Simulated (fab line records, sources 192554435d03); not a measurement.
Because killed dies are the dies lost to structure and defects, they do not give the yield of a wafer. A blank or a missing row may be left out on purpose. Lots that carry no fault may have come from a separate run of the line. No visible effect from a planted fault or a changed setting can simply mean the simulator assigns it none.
Which tool is to blame? + flow n5Finfet + 12 lots, 33 wafers sampled, at 4 steps of a route of 1938

WHAT THE GAUGES READ, wafer by wafer
N5_MIM_TOP_LITHO_INSPECT_12: inspects for defects (macro). Usual: rawDefectCount at 2.4, with a standard deviation of 1.6.
| lot  | measured     | on               | rawDefectCount | flag |
|------|--------------|------------------|----------------|------|
| L986 | day 10 18:16 | defectInspect-02 | 1 3 1          |      |
| L989 | day 11 18:48 | defectInspect-02 | 1 3 0          |      |
| L990 | day 12 10:38 | defectInspect-01 | 1 0 1          |      |
| L994 | day 14 11:33 | defectInspect-02 | 3 3 2          |      |
| L998 | day 15 03:09 | defectInspect-01 | 3 9 2          |      |
| L100 | day 15 15:02 | defectInspect-01 | 3 2 3          |      |
| L102 | day 16 07:26 | defectInspect-02 | 0 2            |      |
| L103 | day 16 11:39 | defectInspect-01 | 2 1            |      |
| L104 | day 16 23:36 | defectInspect-01 | 2 3            |      |
| L106 | day 17 04:03 | defectInspect-02 | 4 3 2          |      |
| L107 | day 17 16:29 | defectInspect-02 | 4 1 5          |      |
| L108 | day 17 17:23 | defectInspect-02 | 3 1 1          |      |

N5_MIM_BOT_LITHO_CD_MEAS_08: target cd 3000 nm. Usual: cdNm at 2999.6 nm, with a standard deviation of 1.6.
| lot  | measured     | on       | cdNm (nm)            | flag |
|------|--------------|----------|----------------------|------|
| L986 | day 10 19:06 | cdSem-01 | 3000.3 3001.8 3000.4 |      |
| L989 | day 11 19:31 | cdSem-03 | 3002.2 3001.8 3000.4 |      |
| L990 | day 12 11:26 | cdSem-02 | 2999.4 3000.8 3000.1 |      |
| L994 | day 14 12:14 | cdSem-02 | 2998.1 2996.5 2999.2 |      |
| L998 | day 15 04:02 | cdSem-03 | 3000.6 2999.2 2999.0 |      |
| L100 | day 15 16:28 | cdSem-01 | 2999.3 3000.2 3000.7 |      |
| L102 | day 16 09:10 | cdSem-03 | 3008.5 2999.1        |      |
| L103 | day 16 12:43 | cdSem-02 | 3005.9 2999.4        |      |
| L104 | day 17 01:00 | cdSem-01 | 3006.6 3000.1        |      |
| L106 | day 17 04:44 | cdSem-02 | 2999.0 2997.0 2997.6 |      |
| L107 | day 17 17:22 | cdSem-02 | 2998.6 2997.5 2998.6 |      |
| L108 | day 17 18:05 | cdSem-01 | 2999.9 2999.6 3001.0 |      |

WHAT TOOL EACH LOT RAN ON (gives the tool, then ch and the chambers of the sampled wafers, and finally the start)
| lot  | N5_MIM_TOP_ALD_00               | N5_MIM_BOT_LITHO_PEB_06          |
|------|---------------------------------|----------------------------------|
| L986 | aldHk-01 ch 0,2,3, day 10 16:57 | lithoTrack-02 ch 0, day 10 18:59 |
| L989 | aldHk-02 ch 1,2,3, day 11 16:10 | lithoTrack-03 ch 0, day 11 19:23 |
| L990 | aldHk-01 ch 0,1,2, day 12 09:34 | lithoTrack-03 ch 0, day 12 11:19 |
| L994 | aldHk-01 ch 2,3, day 14 10:05   | lithoTrack-04 ch 0, day 14 12:07 |
| L998 | aldHk-03 ch 0,3, day 15 02:10   | lithoTrack-02 ch 0, day 15 03:55 |
| L100 | aldHk-01 ch 0,1,3, day 15 13:24 | lithoTrack-03 ch 0, day 15 16:20 |
| L102 | aldHk-03 ch 0,3, day 16 06:09   | lithoTrack-02 ch 0, day 16 09:03 |
| L103 | aldHk-01 ch 1,3, day 16 09:30   | lithoTrack-02 ch 0, day 16 12:35 |
| L104 | aldHk-03 ch 2,3, day 16 21:50   | lithoTrack-02 ch 0, day 17 00:53 |
| L106 | aldHk-01 ch 1,3, day 17 02:53   | lithoTrack-03 ch 0, day 17 04:37 |
| L107 | aldHk-02 ch 1,2, day 17 13:02   | lithoTrack-04 ch 0, day 17 17:15 |
| L108 | aldHk-01 ch 0,1,2, day 17 16:07 | lithoTrack-03 ch 0, day 17 17:58 |
- N5_MIM_TOP_ALD_00: deposits Al2O3, purge time 3 s, co reactant pulse time 3 s.
- N5_MIM_BOT_LITHO_PEB_06

WHAT THE TOOLS THEMSELVES READ (means of the sampled wafers that have a number; where no wafer has one, the mark that the record gives instead)
N5_MIM_TOP_ALD_00. Usual: precursorPulseHeightRel at 1.001, with a standard deviation of 0.019.
| lot  | tool     | precursorPulseHeightRel | flag |
|------|----------|-------------------------|------|
| L986 | aldHk-01 | 0.997                   |      |
| L989 | aldHk-02 | 0.993                   |      |
| L990 | aldHk-01 | 1.016                   |      |
| L994 | aldHk-01 | 1.001                   |      |
| L998 | aldHk-03 | 0.998                   |      |
| L100 | aldHk-01 | 0.991                   |      |
| L102 | aldHk-03 | 1.014                   |      |
| L103 | aldHk-01 | 0.980                   |      |
| L104 | aldHk-03 | 1.006                   |      |
| L106 | aldHk-01 | 1.014                   |      |
| L107 | aldHk-02 | 0.999                   |      |
| L108 | aldHk-01 | 1.001                   |      |

THE ANSWER, worked out from the rows above alone
Rule: a lot is off if the mean of its wafers that have a number lies more than 3 standard deviations from the usual mean. Also off: a lot with no number at a reading for which 4 or more lots have one. Where the step has rows for the other lots, those lots are counted as sound. First the gauges in route order, then the tools' own readings, where a lot's mean is used as printed above. At the first step where some lot is off, the reading lying furthest off is the one used; lots without a number count as furthest.
Across all readings shown, no lot is off: no conclusion can be drawn from this.

WHAT THE SIMULATOR PUT IN
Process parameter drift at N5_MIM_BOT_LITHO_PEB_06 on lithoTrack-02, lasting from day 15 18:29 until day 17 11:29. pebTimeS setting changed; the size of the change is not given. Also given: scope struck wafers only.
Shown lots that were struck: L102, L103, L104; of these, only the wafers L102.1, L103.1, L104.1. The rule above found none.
